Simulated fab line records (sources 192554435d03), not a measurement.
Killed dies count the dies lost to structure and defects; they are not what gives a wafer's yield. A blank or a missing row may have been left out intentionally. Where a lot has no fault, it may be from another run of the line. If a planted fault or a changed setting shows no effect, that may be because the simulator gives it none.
fab line records	flow n5Finfet
record: lots: 7	wafers: 21	lastDay: 16
route steps=1938 shown DUMMY_GATE@234 PASSIVATION@1936
lots that met no fault: from a run of the same line without faults
startH: the number of hours between the record's first day and the start of the first shown wafer of the lot	waitH: how many hours have passed since the lot's step before this one	" same as the row above	L1.1+2: several wafers, shown together as one row	- either no value or no given start	* or withheld: withheld	< > ~ a bound
route shown NAME@n: names a module that has steps shown in the file, with the first one's number in the route	usual: mean/standard deviation taken from wafers without a fault	same: alike in all rows	chamber/n: place in a boat	sites: each site's reading	_std_site: their standard deviation	_edge_site: the outer-site mean with the inner-site mean subtracted	radiusMm: how far each site lies from the wafer's centre	mask NAME#n: copy n	behind: the last tool/chamber to shape the wafer	hold: what put the lot on hold/how long, in hours/how the hold closed	device: transistor that didn't switch, given as n, p or np	end of line: the route-end tests of the same wafers	where a step has no rows: the recipe by itself	killed: the dies lost at the first sort to structure and to defects; this is not the yield of the wafer	map: the dies of a wafer, with x for killed, . for not killed, _ for no die there
set.NAME: the run value of the setting; set.NAME@STEP: its run value at that earlier step	model.NAME: the simulator's own value behind a step, which no gauge read
lots seen at some steps along the route; tables by step, rows by wafer
services: from which hour (startH, from the record's first day; less than 0 if before it) a tool's chamber was out of use, for how many hours, and why
== steps ==
step: N5_DUMMY_GATE_DESCUM_20
recipe: chemistry: O2	timeS: 6.2	sourcePowerW: 50	biasPowerW: 20	pressureMtorr: 20	rfFrequencyHz: 2.712e+07	tempC: 40	resist: CAR-EUV	o2FlowSccm: 225
usual: drypumpMotorCurrentA: 5.7/0.39	oesProductAu: 0.77/0.09	rfFwdPowerW: 49.57/0.24	rfVppV: 243.5/1.4	showerheadPlenumPTorr: 2.12/0.069	throttleValvePct: 20.56/0.3
same: timeS: 6.2
lot.wafer	tool	chamber	startH	waitH	drypumpMotorCurrentA	oesProductAu	rfFwdPowerW	rfHoursCounterH	rfVppV	showerheadPlenumPTorr	throttleValvePct
L904.1	rieDiel-04	2	90.01	0.1	4.9	0.84	49.52	59	244.3	2.15	20.42
L904.4	"	0	"	"	5.3	0.67	49.46	239	242.4	2.00	20.31
L904.6	"	0	"	"	5.3	0.67	49.38	-	240.4	2.00	20.31
L905.1	rieDiel-02	1	101.96	0.0	5.8	0.73	49.09	158	245.0	2.17	20.57
L905.3	"	3	"	"	5.4	0.94	49.61	9	245.9	2.24	20.24
L905.4	"	2	"	"	5.6	0.69	49.71	222	244.2	2.10	21.01
L906.4	rieDiel-02	3	105.77	0.1	5.4	0.94	50.02	11	244.8	2.24	20.24
L906.5	"	1	"	"	5.9	0.73	49.60	-	244.6	2.17	20.57
L906.6	"	0	"	"	6.0	0.75	49.25	-	243.6	2.09	20.60
L907.2	rieDiel-04	1	116.96	0.0	6.2	0.70	49.51	212	243.2	2.01	20.71
L907.4	"	0	"	"	5.3	0.67	49.48	248	242.1	2.00	20.32
L907.5	"	2	"	"	4.9	0.83	49.66	-	243.7	2.15	20.43
L913.2	rieDiel-02	0	142.45	0.1	6.0	0.74	49.46	177	243.7	2.08	20.60
L913.3	"	1	"	"	5.9	0.73	49.33	169	243.8	2.17	20.58
L913.5	"	3	"	"	5.4	0.92	50.06	-	246.8	2.24	20.24
L915.2	rieDiel-05	2	153.20	0.0	5.8	0.94	49.76	10	242.4	2.03	19.95
L915.3	"	1	"	"	5.5	0.71	49.72	205	242.1	2.06	20.35
L915.6	"	0	"	"	6.5	0.72	49.71	-	245.0	2.17	20.71
L914.2	rieDiel-02	0	153.40	0.0	6.0	0.74	49.21	179	242.3	2.08	20.60
L914.3	"	2	"	"	5.6	0.69	49.33	237	242.7	2.09	21.02
L914.6	"	0	"	"	6.0	0.74	49.50	-	242.3	2.08	20.60
step: N5_DUMMY_GATE_ETCH_29
recipe: chemistry: N2/H2	target: underlayer	targetDepthA: 130	ionEnergyEv: 200	pressureMtorr: 30	sourceW: 840	biasW: 150	n2FlowSccm: 200	h2FlowSccm: 200
usual: drypumpMotorCurrentA: 5.7/0.39	oesProductAu: 0.77/0.089	rfFwdPowerW: 828/4.3	rfVppV: 524.5/2.5	showerheadPlenumPTorr: 2.57/0.094	throttleValvePct: 18.04/0.28
lot.wafer	tool	chamber	startH	waitH	drypumpMotorCurrentA	oesProductAu	rfFwdPowerW	rfHoursCounterH	rfVppV	showerheadPlenumPTorr	throttleValvePct
L904.1	rieDiel-04	2	90.07	0.0	4.9	0.84	828	59	524.8	2.59	17.73
L904.4	"	0	"	"	5.2	0.67	826	239	519.8	2.37	17.46
L904.6	"	0	"	"	5.3	0.67	825	-	520.3	2.38	17.44
L905.1	rieDiel-02	1	102.03	0.0	5.9	0.73	823	158	526.8	2.67	18.29
L905.3	"	3	"	"	5.4	0.93	832	9	527.2	2.73	17.78
L905.4	"	2	"	"	5.7	0.71	822	222	523.2	2.51	18.27
L906.4	rieDiel-02	3	105.84	0.0	5.4	0.92	830	11	528.0	2.73	17.78
L906.5	"	1	"	"	5.8	0.73	826	-	525.6	2.67	18.29
L906.6	"	0	"	"	6.0	0.74	825	-	523.2	2.53	18.03
L907.2	rieDiel-04	1	117.02	0.0	6.2	0.71	829	212	519.4	2.42	18.15
L907.4	"	0	"	"	5.2	0.67	828	248	519.9	2.37	17.45
L907.5	"	2	"	"	4.9	0.84	835	-	524.5	2.58	17.74
L913.2	rieDiel-02	0	142.52	0.0	6.0	0.72	829	177	523.8	2.53	18.05
L913.3	"	1	"	"	5.9	0.73	826	169	527.3	2.66	18.31
L913.5	"	3	"	"	5.4	0.90	834	-	528.1	2.73	17.80
L915.2	rieDiel-05	2	153.26	0.0	5.8	0.96	836	10	523.4	2.50	17.54
L915.3	"	1	"	"	5.5	0.69	836	205	520.9	2.54	18.08
L915.6	"	0	"	"	6.5	0.72	830	-	526.9	2.62	18.16
L914.2	rieDiel-02	0	153.47	0.0	6.0	0.72	826	179	522.2	2.53	18.05
L914.3	"	2	"	"	5.7	0.69	828	237	523.1	2.51	18.29
L914.6	"	0	"	"	6.0	0.72	827	-	524.1	2.53	18.05
step: N5_DUMMY_GATE_ETCH_36
recipe: chemistry: CF4	target: SiARC	targetDepthA: 130	pressureMtorr: 40	sourceW: 545	biasW: 36	Ar_flow_sccm: 100	cf4FlowSccm: 100	ionEnergyEv: 80
usual: drypumpMotorCurrentA: 5.7/0.39	oesProductAu: 0.77/0.089	rfFwdPowerW: 537.5/2.7	rfVppV: 184.3/1.2	showerheadPlenumPTorr: 2.16/0.066	throttleValvePct: 15.71/0.28
lot.wafer	tool	chamber	startH	waitH	drypumpMotorCurrentA	oesProductAu	rfFwdPowerW	rfHoursCounterH	rfVppV	showerheadPlenumPTorr	throttleValvePct
L904.1	rieDiel-04	2	90.11	0.0	4.9	0.86	538.0	59	184.4	2.17	15.45
L904.4	"	0	"	"	5.2	0.67	534.4	239	184.5	2.02	15.43
L904.6	"	0	"	"	5.3	0.67	535.6	-	183.3	2.02	15.43
L905.1	rieDiel-02	1	102.07	0.0	5.8	0.73	535.2	158	186.3	2.23	15.83
L905.3	"	3	"	"	5.3	0.94	540.2	9	185.5	2.27	15.31
L905.4	"	2	"	"	5.6	0.71	537.3	222	183.3	2.13	16.07
L906.4	rieDiel-02	3	105.88	0.0	5.4	0.93	540.5	11	188.5	2.27	15.31
L906.5	"	1	"	"	5.8	0.74	535.6	-	184.6	2.23	15.83
L906.6	"	0	"	"	6.0	0.74	537.9	-	184.9	2.14	15.77
L907.2	rieDiel-04	1	117.06	0.0	6.2	0.70	536.6	212	182.7	2.06	15.93
L907.4	"	0	"	"	5.3	0.66	536.3	248	182.9	2.02	15.44
L907.5	"	2	"	"	4.9	0.84	539.9	-	183.0	2.17	15.48
L913.2	rieDiel-02	0	142.56	0.0	6.0	0.72	536.5	177	183.4	2.14	15.76
L913.3	"	1	"	"	5.9	0.73	536.5	169	184.2	2.22	15.85
L913.5	"	3	"	"	5.3	0.91	542.3	-	186.4	2.27	15.33
L915.2	rieDiel-05	2	153.30	0.0	5.8	0.96	542.2	10	184.4	2.09	15.19
L915.3	"	1	"	"	5.5	0.69	542.0	205	184.1	2.11	15.65
L915.6	"	0	"	"	6.4	0.72	538.5	-	184.3	2.21	15.89
L914.2	rieDiel-02	0	153.51	0.0	6.0	0.72	533.6	179	183.7	2.14	15.77
L914.3	"	2	"	"	5.7	0.70	537.1	237	185.0	2.12	16.08
L914.6	"	0	"	"	6.0	0.72	535.2	-	183.5	2.14	15.76
step: N5_DUMMY_GATE_ETCH_37
recipe: chemistry: N2/H2	target: SOC	targetDepthA: 600	overetchA: 300	tempC: 40	ionEnergyEv: 200	pressureMtorr: 30	sourceW: 840	biasW: 150	n2FlowSccm: 200	h2FlowSccm: 200
step: N5_DUMMY_GATE_STRIP_38
recipe: chemistry: N2/H2	tempC: 40	n2FlowSccm: 200	h2FlowSccm: 200	rfFrequencyHz: 6e+07
step: N5_DUMMY_GATE_STRIP_39
recipe: chemistry: N2/H2	tempC: 40	n2FlowSccm: 200	h2FlowSccm: 200	rfFrequencyHz: 6e+07
step: N5_DUMMY_GATE_TRIM_49
recipe: chemistry: O2	resist: SOC	timeS: 29	targetCdNm: 14	sourcePowerW: 300	biasPowerW: 0	O2_flow_sccm: 100	tempC: 20
step: N5_DUMMY_GATE_STRIP_40
recipe: chemistry: CF4	resist: SiARC	powerW: 300	biasPowerW: 75	pressureMtorr: 50	cf4FlowSccm: 150	rfFrequencyHz: 6e+07
step: N5_DUMMY_GATE_CD_MEAS_50
recipe: targetCdNm: 14
usual: cdNm: 13.9/0.5
lot.wafer	tool	chamber	startH	waitH	cdNm
L904.1	cdSem-03	-	90.45	0.0	14.7
L904.4	"	-	"	"	14.0
L904.6	"	-	"	"	13.7
L905.1	cdSem-03	-	102.62	0.0	13.6
L905.3	"	-	"	"	13.0
L905.4	"	-	"	"	13.7
L906.4	cdSem-02	-	106.15	0.0	13.2
L906.5	"	-	"	"	14.8
L906.6	"	-	"	"	13.3
L907.2	cdSem-02	-	117.64	0.0	14.5
L907.4	"	-	"	"	14.3
L907.5	"	-	"	"	14.0
L913.2	cdSem-02	-	142.83	0.0	14.9
L913.3	"	-	"	"	13.8
L913.5	"	-	"	"	13.2
L915.2	cdSem-03	-	153.58	0.0	13.4
L915.3	"	-	"	"	14.7
L915.6	"	-	"	"	13.8
L914.2	cdSem-02	-	153.86	0.0	14.0
L914.3	"	-	"	"	13.7
L914.6	"	-	"	"	13.6
step: N5_DUMMY_GATE_ETCH_31
recipe: chemistry: C4F6/O2	target: SiO2	maskMaterial: SOC	targetDepthA: 825	timeS: 27.5	ionEnergyEv: 250	pressureMtorr: 30	sourceW: 345	biasW: 185	Ar_flow_sccm: 300	C4F6_flow_sccm: 10	O2_flow_sccm: 10
usual: O2_flow_sccm: 10.00/0.031	drypumpMotorCurrentA: 5.6/0.46	oesProductAu: 0.76/0.092	rfFwdPowerW: 341.2/1.7	rfVppV: 669/18	showerheadPlenumPTorr: 2.86/0.099	throttleValvePct: 21.2/0.3
same: timeS: 27.5
lot.wafer	tool	chamber	startH	waitH	O2_flow_sccm	drypumpMotorCurrentA	oesProductAu	rfFwdPowerW	rfHoursCounterH	rfVppV	showerheadPlenumPTorr	throttleValvePct
L904.1	rieDiel-02	1	90.50	0.0	9.98	5.8	0.74	337.8	154	659	2.97	21.4
L904.4	"	2	"	"	9.99	5.7	0.71	340.0	218	653	2.83	21.6
L904.6	"	1	"	"	9.93	5.8	0.74	338.7	-	660	2.97	21.4
L905.1	rieDiel-02	1	103.01	0.4	10.02	5.9	0.72	340.9	158	658	2.96	21.4
L905.3	"	2	"	"	10.00	5.7	0.71	340.5	223	653	2.83	21.6
L905.4	"	0	"	"	10.00	6.0	0.74	341.1	167	682	2.84	21.3
L906.4	rieDiel-05	1	106.19	0.0	10.00	5.5	0.71	342.6	188	662	2.79	21.0
L906.5	"	3	"	"	10.03	5.3	0.71	339.8	-	658	2.78	21.3
L906.6	"	0	"	"	10.02	6.5	0.72	343.6	-	693	2.99	21.7
L907.2	rieDiel-04	2	118.03	0.4	10.00	4.9	0.83	341.9	66	633	2.89	21.1
L907.4	"	1	"	"	10.01	6.2	0.70	338.8	212	681	2.75	21.5
L907.5	"	1	"	"	10.00	6.2	0.70	340.5	-	681	2.75	21.6
L913.2	rieDiel-04	2	142.88	0.0	10.02	4.9	0.83	342.6	76	634	2.89	21.1
L913.3	"	1	"	"	10.03	6.2	0.70	339.5	222	680	2.74	21.6
L913.5	"	1	"	"	9.94	6.2	0.69	341.3	-	682	2.74	21.6
L915.2	rieDiel-02	0	153.62	0.0	9.98	6.1	0.73	340.2	179	680	2.83	21.3
L915.3	"	1	"	"	10.04	5.8	0.71	341.2	173	659	2.96	21.4
L915.6	"	0	"	"	9.93	6.0	0.73	339.9	-	681	2.83	21.3
L914.2	rieDiel-05	0	153.92	0.1	9.97	6.5	0.72	341.8	184	693	2.98	21.7
L914.3	"	2	"	"	9.96	5.8	0.96	343.5	10	647	2.77	20.7
L914.6	"	0	"	"	10.01	6.4	0.71	340.2	-	692	2.98	21.6
step: N5_DUMMY_GATE_STRIP_41
recipe: chemistry: O2	powerW: 400	tempC: 40	pressureMtorr: 30	rfFrequencyHz: 6e+07	biasPowerW: 0	overashFraction: 0.3	o2FlowSccm: 225
usual: drypumpMotorCurrentA: 5.6/0.46	oesProductAu: 0.76/0.091	rfVppV: 3.7/0.5	showerheadPlenumPTorr: 2.11/0.073	throttleValvePct: 16.8/0.31
lot.wafer	tool	chamber	startH	waitH	drypumpMotorCurrentA	oesProductAu	rfHoursCounterH	rfVppV	showerheadPlenumPTorr	throttleValvePct
L904.1	rieDiel-02	1	90.54	0.0	5.8	0.74	154	4.9	2.18	16.8
L904.4	"	2	"	"	5.6	0.70	219	4.2	2.10	17.2
L904.6	"	1	"	"	5.9	0.75	-	4.1	2.18	16.8
L905.1	rieDiel-02	1	103.06	0.0	5.8	0.74	158	4.4	2.18	16.8
L905.3	"	2	"	"	5.7	0.70	223	3.7	2.10	17.2
L905.4	"	0	"	"	6.0	0.75	167	2.7	2.09	16.8
L906.4	rieDiel-05	1	106.24	0.0	5.5	0.72	188	3.3	2.07	16.6
L906.5	"	3	"	"	5.3	0.71	-	3.2	2.09	17.1
L906.6	"	0	"	"	6.5	0.72	-	3.9	2.17	16.9
L907.2	rieDiel-04	2	118.08	0.0	4.9	0.85	66	4.3	2.15	16.7
L907.4	"	1	"	"	6.2	0.70	212	3.5	2.01	17.0
L907.5	"	1	"	"	6.2	0.70	-	3.4	2.01	17.0
L913.2	rieDiel-04	2	142.92	0.0	4.9	0.82	76	4.3	2.15	16.7
L913.3	"	1	"	"	6.2	0.69	222	4.4	2.01	17.0
L913.5	"	1	"	"	6.2	0.70	-	3.9	2.01	17.0
L915.2	rieDiel-02	0	153.67	0.0	6.0	0.73	179	3.6	2.09	16.8
L915.3	"	1	"	"	5.8	0.72	173	3.2	2.17	16.9
L915.6	"	0	"	"	6.0	0.73	-	3.7	2.09	16.8
L914.2	rieDiel-05	0	153.97	0.0	6.5	0.70	184	4.0	2.17	17.0
L914.3	"	2	"	"	5.8	0.93	10	4.8	2.04	16.2
L914.6	"	0	"	"	6.5	0.70	-	3.0	2.17	17.0
step: N5_DUMMY_GATE_HM_OPEN_21
recipe: chemistry: CH3F/O2	target: SiNx	targetDepthA: 1200	Ar_flow_sccm: 150	CH3F_flow_sccm: 30	O2_flow_sccm: 23	timeS: 171.4	pressureMtorr: 30	sourceW: 395	biasW: 73	ionEnergyEv: 120.7
step: N5_DUMMY_GATE_ETCH_32
recipe: chemistry: CF4	target: SiO2	targetDepthA: 35	timeS: 3.9	ionEnergyEv: 350	pressureMtorr: 10	icpW: 800	biasW: 400	cf4FlowSccm: 80
usual: drypumpMotorCurrentA: 5.5/0.52	heBacksideLeakSccm: 2.9/0.31	oesProductAu: 0.997/0.023	rfFwdPowerW: 789/3.6	throttleValvePct: 21.72/0.22
lot.wafer	tool	chamber	startH	waitH	drypumpMotorCurrentA	heBacksideLeakSccm	oesProductAu	rfFwdPowerW	rfHoursCounterH	throttleValvePct	model.etch.depthNm
L904.1	rieSi-06	1	90.74	0.1	5.7	2.5	1.000	789	107	22.02	3.621
L904.4	"	3	"	"	5.3	3.4	1.005	787	1	21.65	3.528
L904.6	"	1	"	"	5.7	2.5	0.987	791	-	22.03	3.61
L905.1	rieSi-06	0	103.26	0.1	6.3	2.9	1.022	783	197	22.08	3.53
L905.3	"	1	"	"	5.7	2.5	1.000	794	107	22.00	3.644
L905.4	"	0	"	"	6.3	2.7	1.028	786	-	22.10	3.385
L906.4	rieSi-06	2	106.44	0.1	4.7	3.3	0.983	791	142	21.65	3.231
L906.5	"	0	"	"	6.3	2.9	1.019	787	-	22.09	3.523
L906.6	"	1	"	"	5.7	2.6	0.987	793	-	22.02	3.417
L907.2	rieSi-06	1	118.28	0.1	5.7	2.7	0.995	790	107	22.02	3.61
L907.4	"	1	"	"	5.7	2.6	1.000	794	-	22.02	3.445
L907.5	"	2	"	"	4.8	3.3	0.973	786	-	21.65	3.369
L913.2	rieSi-03	0	143.12	0.1	5.9	2.4	0.994	785	4	21.76	3.37
L913.3	"	3	"	"	5.5	2.6	1.008	790	193	21.98	3.532
L913.5	"	1	"	"	5.1	3.1	1.003	791	-	21.52	3.546
L915.2	rieSi-02	2	153.87	0.1	6.4	3.0	1.013	792	141	21.60	3.683
L915.3	"	3	"	"	5.4	3.1	1.021	786	128	21.89	3.607
L915.6	"	1	"	"	5.6	2.2	1.052	795	-	21.78	3.64
L914.2	rieSi-03	3	154.17	0.1	5.5	2.7	1.014	789	194	21.99	3.535
L914.3	"	0	"	"	5.9	2.3	1.000	784	4	21.75	3.396
L914.6	"	1	"	"	5.2	2.7	1.008	790	-	21.52	3.545
step: N5_DUMMY_GATE_ETCH_23
recipe: chemistry: HBr/Cl2/O2	HBr_flow_sccm: 150	Cl2_flow_sccm: 80	O2_flow_sccm: 12	biasW: 102	targetDepthA: 410	timeS: 22.3	target: poly-Si	maskMaterial: SiO2	pressureMtorr: 10	icpW: 800
step: N5_PASSIVATION_PROBE_49
usual: killed_at_M0_to_M3: 33/11	killed_at_M4_up: 13/5.2	killedAtContacts: 11/5.7	killedAtFrontEnd: 39/11	killedAtOther: 4/3	killedDies: 101/20	killedOnRim: 13/4.1	killedOpen: 66/15	killedShort: 33/8.4
same: grossDies: 1180	killedAtBackSide: 0
lot.wafer	tool	chamber	startH	waitH	killed_at_M0_to_M3	killed_at_M4_up	killedAtContacts	killedAtFrontEnd	killedAtOther	killedDies	killedOnRim	killedOpen	killedShort
L906.6	prober-01	-	321.40	0.3	35	11	30	62	2	140	25	90	40
L907.2	prober-01	-	337.37	0.1	27	14	14	27	2	84	12	67	17
L907.4	prober-01	-	337.47	0.2	30	16	7	34	2	89	11	56	29
L907.5	prober-01	-	337.52	0.2	28	17	7	20	3	75	6	49	24
L915.2	prober-01	-	378.59	0.1	31	12	11	35	2	91	16	62	29
L915.3	prober-01	-	378.64	0.1	22	18	9	33	2	84	10	51	32
L915.6	prober-01	-	378.79	0.3	32	11	12	49	2	106	20	62	35
L914.2	prober-02	-	382.07	0.1	54	14	6	46	1	121	20	75	46
L914.3	prober-02	-	382.12	0.1	27	14	9	43	7	100	8	56	44
L914.6	prober-02	-	382.27	0.3	43	8	9	35	1	96	14	62	33
killed by level:class
L906.6 MOL_CONTACT_COAG:geometricParticle:open=20 STI_FIN_REVEAL:geometricParticle:open=11 MOL_CONTACT_COAG:geometricParticle:short=10 BEOL_M2:geometricParticle:open=10 HKMG_FIN:areaEtch=10 GATE_CUT:geometricParticle:open=8 BEOL_M3:geometricParticle:open=8 BEOL_M0_SAQP:geometricParticle:open=7
L907.2 MOL_CONTACT_COAG:geometricParticle:open=14 FIN_SAQP:geometricParticle:open=11 BEOL_M0_SAQP:geometricParticle:open=7 BEOL_M2:geometricParticle:open=7 BEOL_M1:geometricParticle:open=5 BEOL_M4:geometricParticle:open=5 STARTING-WAFER:geometricParticle:open=4 BEOL_M0_SAQP:geometricParticle:short=3
L907.4 BEOL_M2:geometricParticle:open=9 BEOL_M0_SAQP:geometricParticle:short=8 FIN_SAQP:geometricParticle:open=6 STI_FIN_REVEAL:geometricParticle:open=5 BEOL_M0_SAQP:geometricParticle:open=5 MOL_CONTACT_COAG:geometricParticle:open=5 GATE_CUT:geometricParticle:short=4 GATE_CUT:geometricParticle:open=4
L907.5 BEOL_M0_SAQP:geometricParticle:open=6 BEOL_M2:geometricParticle:open=6 BEOL_M4:geometricParticle:open=6 BEOL_M3:geometricParticle:open=5 STI_FIN_REVEAL:geometricParticle:open=4 MOL_CONTACT_COAG:geometricParticle:open=4 BEOL_M0_SAQP:geometricParticle:short=4 MOL_CONTACT_COAG:geometricParticle:short=3
L915.2 FIN_SAQP:geometricParticle:short=11 BEOL_M2:geometricParticle:open=11 FIN_SAQP:geometricParticle:open=9 BEOL_M0_SAQP:geometricParticle:open=7 STI_FIN_REVEAL:geometricParticle:open=6 MOL_CONTACT_COAG:geometricParticle:open=6 MOL_CONTACT_COAG:geometricParticle:short=5 BEOL_M1:geometricParticle:open=5
L915.3 FIN_SAQP:geometricParticle:short=9 FIN_SAQP:geometricParticle:open=9 BEOL_M2:geometricParticle:open=8 MOL_CONTACT_COAG:geometricParticle:open=7 BEOL_M4:geometricParticle:open=7 GATE_CUT:geometricParticle:short=4 BEOL_M0_SAQP:geometricParticle:open=4 BEOL_M0_SAQP:geometricParticle:short=3
L915.6 STI_FIN_REVEAL:geometricParticle:open=12 MOL_CONTACT_COAG:geometricParticle:open=10 HKMG_FIN:areaEtch=9 FIN_SAQP:geometricParticle:short=8 BEOL_M0_SAQP:geometricParticle:short=7 BEOL_M3:geometricParticle:open=6 BEOL_M0_SAQP:geometricParticle:open=6 FIN_SAQP:geometricParticle:open=5
L914.2 BEOL_M0_SAQP:geometricParticle:short=21 FIN_SAQP:geometricParticle:open=13 BEOL_M0_SAQP:geometricParticle:open=12 FIN_SAQP:geometricParticle:short=9 BEOL_M0:geometricParticle:open=7 BEOL_M2:geometricParticle:open=7 GATE_CUT:geometricParticle:short=6 BEOL_M5:geometricParticle:open=6
L914.3 FIN_SAQP:geometricParticle:open=12 FIN_SAQP:geometricParticle:short=11 GATE_CUT:geometricParticle:short=9 MOL_CONTACT_COAG:geometricParticle:open=8 BEOL_M2:geometricParticle:open=7 BEOL_M0_SAQP:geometricParticle:short=7 PAD_METAL:geometricParticle:short=6 BEOL_M3:geometricParticle:open=5
L914.6 BEOL_M0_SAQP:geometricParticle:open=15 BEOL_M0_SAQP:geometricParticle:short=11 FIN_SAQP:geometricParticle:short=8 MOL_CONTACT_COAG:geometricParticle:open=7 BEOL_M2:geometricParticle:open=6 FIN_SAQP:geometricParticle:open=5 BEOL_M3:geometricParticle:open=5 ILD0:geometricParticle:open=4
== services ==
tool	chamber	startH	hours	kind
rieDiel-05	1	68.25	16.4	repair
rieDiel-05	-	69.73	15.6	pm
rieDiel-04	3	75.44	-	clean
rieDiel-04	3	75.44	-	consumableReplace:focusRing
rieDiel-04	3	75.44	12.3	scheduledDown
rieDiel-04	3	75.44	12.3	ventCycle
rieSi-02	1	78.99	3.9	repair
rieDiel-04	2	79.75	5.4	repair
rieSi-02	-	86.93	4.3	pm
rieSi-06	2	95.21	10.7	repair
rieDiel-05	2	111.34	-	clean
rieDiel-05	2	111.34	-	consumableReplace:focusRing
rieDiel-05	2	111.34	15.7	scheduledDown
rieDiel-05	2	111.34	15.7	ventCycle
rieSi-06	0	116.09	-	clean
rieSi-06	0	116.09	36.3	scheduledDown
rieSi-06	0	116.09	36.3	ventCycle
rieDiel-04	0	124.66	-	clean
rieDiel-04	0	124.66	-	consumableReplace:focusRing
rieDiel-04	0	124.66	-	consumableReplace:showerhead
rieDiel-04	0	124.66	17.3	scheduledDown
rieDiel-04	0	124.66	17.3	ventCycle
rieDiel-02	0	137.14	1.7	repair
rieDiel-05	0	139.20	12.1	repair
== key ==
firstSign none at tools or gauges
modelEffect: step: N5_DUMMY_GATE_ETCH_32	value: etch.depthNm	without: 3.529	struck: 3.369
metAt N5_DUMMY_GATE_ETCH_32
struckWafers L905.4,L906.4,L906.6,L907.4
testerLeftOut L905,L906,L907
baselineLoss: step: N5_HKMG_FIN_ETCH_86	wafers: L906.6
onsetBetween 90.74 103.26
fault: kind: processParameterDrift	tool: rieSi-06	chamber: -	onsetH: 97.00	steps: N5_DUMMY_GATE_ETCH_32	channel: timeS	offset: *	shape: step	endH: 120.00	scope: struckWafersOnly	actsIn: *	stated: *
testerLeftOut: of these lots the tester's yield and bins aren't shown, on N5 and GAA mostly nor the transistor test; their killed dies are dies lost to structure and defects alone, not to doping, threshold or leakage, so they don't give the yield
baselineLoss: these wafers lose ten dies or more at that step, a loss of the line's own and not of a fault; the sort's usual values leave them out
